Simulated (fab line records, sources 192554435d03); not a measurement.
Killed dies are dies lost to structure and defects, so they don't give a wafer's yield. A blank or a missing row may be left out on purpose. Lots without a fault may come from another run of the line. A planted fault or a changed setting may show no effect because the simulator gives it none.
Chamber matching | flow n5_finfet | N5_SDB_CMP_30 on cmp-01: 4 sister chambers
The step polishes, stops on poly-Si, t overpolish 1.54 s, target thk 30 nm. 4 wafers are shown with their chamber, then 11 later ones without.

WAFERS WITH THEIR CHAMBER
wafer  | chamber | motor_current_A (A)
L091.2 | 1       | 11.1
L092.1 | 2       | 11.6
L092.2 | 3       | 12.5
L093.1 | 0       | 13.6

WAFERS WITHOUT THEIR CHAMBER
wafer  | motor_current_A (A)
L093.4 | 12.4
L093.5 | 12.7
L094.2 | 12.7
L094.4 | 10.6
L094.5 | 10.4
L095.2 | 11.4
L095.3 | 12.8
L095.4 | 11.0
L096.2 | 13.1
L096.3 | 13.0
L096.6 | 11.7

WHICH CHAMBER EACH WENT THROUGH
wafer  | from the rows above          | in truth
L093.4 | can't be placed: 3 or 2      | 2
L093.5 | can't be placed: 3 or 0      | 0
L094.2 | can't be placed: 3 or 0      | 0
L094.4 | can't be placed: 1 or 2      | 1
L094.5 | can't be placed: 1 or 2      | 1
L095.2 | can't be placed: 2 or 1      | 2
L095.3 | can't be placed: 3 or 0      | 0
L095.4 | can't be placed: 1 or 2      | 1
L096.2 | can't be placed: 0 or 3      | 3
L096.3 | can't be placed: 3 or 0      | 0
L096.6 | can't be placed: 2 or 1 or 3 | 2
Placed correctly: 0 of 11. Can't be placed from these rows: 11 (the true chamber is among the candidates in 11). Placed wrongly: 0.
How it was worked out, from the rows above alone: a wafer's distance from a chamber is the root of the sum, over the readings, of the square of ((its reading less the chamber's mean) divided by the reading's scatter). The wafer belongs to the nearest chamber; if the next one is less than 2 further off, it can't be placed. A chamber's mean is the mean of its shown wafers. The scatter: with one shown wafer a chamber, the root of the mean of the squares of how far each hidden wafer lies from its nearest shown one.
